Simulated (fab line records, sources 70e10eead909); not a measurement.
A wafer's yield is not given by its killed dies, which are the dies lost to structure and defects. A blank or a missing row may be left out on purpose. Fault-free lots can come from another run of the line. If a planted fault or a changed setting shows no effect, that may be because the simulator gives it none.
Matching of chambers | flow nand harc | NHARC_P_M0_ETCH_34 on rie diel-02 has 4 sister chambers
The step etches the open film in N2/H2, target depth 40 nm, overetch 12 nm, time 43.94 s. 4 wafers are shown with their chamber, then 8 later ones without.

## WAFERS, EACH WITH ITS CHAMBER
wafer  | chamber | rf vpp V (V)
L079.5 | 2       | 436.2
L083.5 | 1       | 434.9
L083.6 | 0       | 429.0
L088.2 | 3       | 430.3

## WAFERS WITHOUT THEIR CHAMBER
wafer  | rf vpp V (V)
L088.5 | 436.2
L088.6 | 429.7
L086.2 | 430.4
L086.4 | 434.2
L086.6 | 433.8
L092.2 | 429.0
L092.5 | 435.6
L092.6 | 428.4

## WHICH CHAMBER EACH WENT THROUGH
wafer  | from the rows above     | in truth
L088.5 | 2                       | 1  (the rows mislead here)
L088.6 | can't be placed: 3 or 0 | 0
L086.2 | 3                       | 3
L086.4 | 1                       | 1
L086.6 | 1                       | 1
L092.2 | 0                       | 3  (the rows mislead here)
L092.5 | can't be placed: 2 or 1 | 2
L092.6 | 0                       | 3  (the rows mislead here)
3 of 8 placed correctly. Unplaceable from these rows: 2, with the true chamber sitting among the candidates in 2. 3 placed wrongly.
How it was worked out, from the rows above alone: a wafer's distance from a chamber is the root of the sum, over the readings, of the square of ((its reading less the chamber's mean) divided by the reading's scatter). The wafer belongs to the nearest chamber; if the next one is less than 2 further off, it can't be placed. A chamber's mean is the mean of its shown wafers. The scatter (one wafer shown for each chamber): square how far every hidden wafer sits from the nearest shown wafer, average those squares and take the square root.
